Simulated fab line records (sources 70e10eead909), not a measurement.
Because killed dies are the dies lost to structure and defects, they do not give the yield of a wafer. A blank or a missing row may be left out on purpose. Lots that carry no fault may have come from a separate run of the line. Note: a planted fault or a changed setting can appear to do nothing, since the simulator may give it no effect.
The tool behind it: which one? -- flow nand-harc -- 14 lots with 42 wafers sampled at 3 steps, on a route of 1302 steps

## WHAT THE GAUGES READ, wafer by wafer
NHARC_A_M1_CD_MEAS_16.
lot,measured,on,cd-nm (nm)
L136,day 22 06:40,cd-sem-01,119.8 120.0 118.1
L138,day 23 18:28,cd-sem-02,120.5 119.3 118.9
L137,day 23 20:26,cd-sem-02,119.1 120.2 119.6
L140,day 24 07:59,cd-sem-03,119.9 119.2 120.0
L143,day 26 13:20,cd-sem-02,119.8 120.8 118.3
L144,day 26 15:28,cd-sem-03,120.3 119.0 120.2
L147,day 27 16:36,cd-sem-03,120.1 121.2 120.8
L145,day 28 02:40,cd-sem-03,120.2 120.3 121.0
L149,day 28 05:11,cd-sem-03,119.4 119.3 119.9
L151,day 29 01:07,cd-sem-03,119.7 118.9 121.0
L153,day 30 02:18,cd-sem-03,119.9 121.4 119.4
L158,day 31 10:25,cd-sem-03,120.3 119.3 120.4
L157,day 31 14:21,cd-sem-02,119.4 120.0 119.9
L159,day 33 07:16,cd-sem-02,120.0 118.9 119.7

## TOOL THAT RAN EACH LOT (tool first, then ch and the chambers of the sampled wafers, then the start)
lot,NHARC_A_M0_PRE_CLEAN_31,NHARC_A_M1_ETCH_15
L136,"pecvd-02 ch 0,2, day 22 04:58","rie-diel-02 ch 0,2,3, day 22 06:32"
L138,"pecvd-02 ch 0,1,2, day 23 16:46","rie-diel-04 ch 0,1,2, day 23 18:21"
L137,"pecvd-03 ch 1,2, day 23 18:46","rie-diel-02 ch 0,3, day 23 20:17"
L140,"pecvd-04 ch 0,2, day 24 06:16","rie-diel-04 ch 2,3, day 24 07:51"
L143,"pecvd-04 ch 1,2, day 26 11:41","rie-diel-02 ch 1,3, day 26 13:13"
L144,"pecvd-02 ch 0,2, day 26 13:40","rie-diel-04 ch 0,1, day 26 15:20"
L147,"pecvd-03 ch 0,1, day 27 14:47","rie-diel-13 ch 1,2,3, day 27 16:29"
L145,"pecvd-02 ch 0,1,2, day 28 00:52","rie-diel-02 ch 0,1,2, day 28 02:32"
L149,"pecvd-03 ch 0,2, day 28 03:24","rie-diel-13 ch 1,2, day 28 05:04"
L151,"pecvd-02 ch 0,2, day 28 23:19","rie-diel-04 ch 0,1,2, day 29 00:59"
L153,"pecvd-02 ch 0,1,2, day 30 00:37","rie-diel-04 ch 0,1, day 30 02:11"
L158,"pecvd-04 ch 0,1,2, day 31 08:36","rie-diel-13 ch 0,3, day 31 10:17"
L157,"pecvd-04 ch 0,1,2, day 31 12:33","rie-diel-13 ch 0,1,2, day 31 14:13"
L159,"pecvd-04 ch 0,2, day 33 05:34","rie-diel-13 ch 0,1,2, day 33 07:07"
- NHARC_A_M0_PRE_CLEAN_31: time 12 s.
- NHARC_A_M1_ETCH_15: etches the open film in C4F8/Ar, target depth 182.5 nm, time 91.2 s.

## AS READ BY THE TOOLS THEMSELVES (means over the sampled wafers that have a number; for cases with no such wafer, the mark the record gives instead)
NHARC_A_M0_PRE_CLEAN_31.
lot,tool,heater-power-w (W),rf-fwd-power-W (W)
L136,pecvd-02,642,293.1
L138,pecvd-02,665,292.2
L137,pecvd-03,607,292.4
L140,pecvd-04,547,292.8
L143,pecvd-04,714,292.5
L144,pecvd-02,656,292.3
L147,pecvd-03,599,293.4
L145,pecvd-02,629,292.5
L149,pecvd-03,625,292.4
L151,pecvd-02,647,292.2
L153,pecvd-02,605,293.6
L158,pecvd-04,605,292.4
L157,pecvd-04,605,291.8
L159,pecvd-04,574,292.1

NHARC_A_M1_ETCH_15.
lot,tool,oes-product-au (a.u.),rf-fwd-power-W (W),rf-vpp-V (V),run-length-s (s)
L136,rie-diel-02,0.967,598.5,443.0,112.7
L138,rie-diel-04,0.964,595.9,441.6,112.1
L137,rie-diel-02,0.924,597.4,441.4,112.7
L140,rie-diel-04,0.980,594.6,442.2,112.7
L143,rie-diel-02,0.957,595.7,440.8,112.3
L144,rie-diel-04,0.921,596.0,442.1,112.5
L147,rie-diel-13,0.974,595.3,444.7,112.8
L145,rie-diel-02,0.961,595.3,441.9,112.8
L149,rie-diel-13,0.924,594.8,443.8,112.7
L151,rie-diel-04,0.948,596.3,441.6,108.3
L153,rie-diel-04,0.921,595.7,442.4,104.6
L158,rie-diel-13,0.928,594.2,441.9,112.6
L157,rie-diel-13,0.947,595.3,441.4,112.8
L159,rie-diel-13,0.918,592.5,441.2,112.8

## THE ANSWER, worked out from the rows above alone
Rule: the lots themselves supply what counts as usual. The widest of any qualifying gaps counts: lots, ordered by their means at a reading, are off when they make up no more than a third of the lots, leave a main group of 4 or more, and stand apart from it by 3 or more times the standard deviation of that group's means. The tables above print the reading to a certain number of digits; a main group whose means all agree to those digits is not used. A lot without any number at a reading at which 4 lots or more have one is off too. Where the step has rows for the other lots, those lots are counted as sound. The gauges are gone through in route order, then the tools' own readings, and for those a lot's mean is taken as printed above. At the first step where some lot is off, the reading lying furthest off is the one used; lots without a number count as furthest.
Off, at NHARC_A_M1_ETCH_15 on run-length-s: L151, L153. For the main group the mean is 112.6 s and the standard deviation 0.21.
If a tool, at that step or one of the process steps before it, ran each lot that is off and ran no sound lot following the first of them, it fits. Undecided on this evidence; 2 tools fit (pecvd-02 at NHARC_A_M0_PRE_CLEAN_31, rie-diel-04 at NHARC_A_M1_ETCH_15).

## WHAT HAD BEEN PUT IN BY THE SIMULATOR
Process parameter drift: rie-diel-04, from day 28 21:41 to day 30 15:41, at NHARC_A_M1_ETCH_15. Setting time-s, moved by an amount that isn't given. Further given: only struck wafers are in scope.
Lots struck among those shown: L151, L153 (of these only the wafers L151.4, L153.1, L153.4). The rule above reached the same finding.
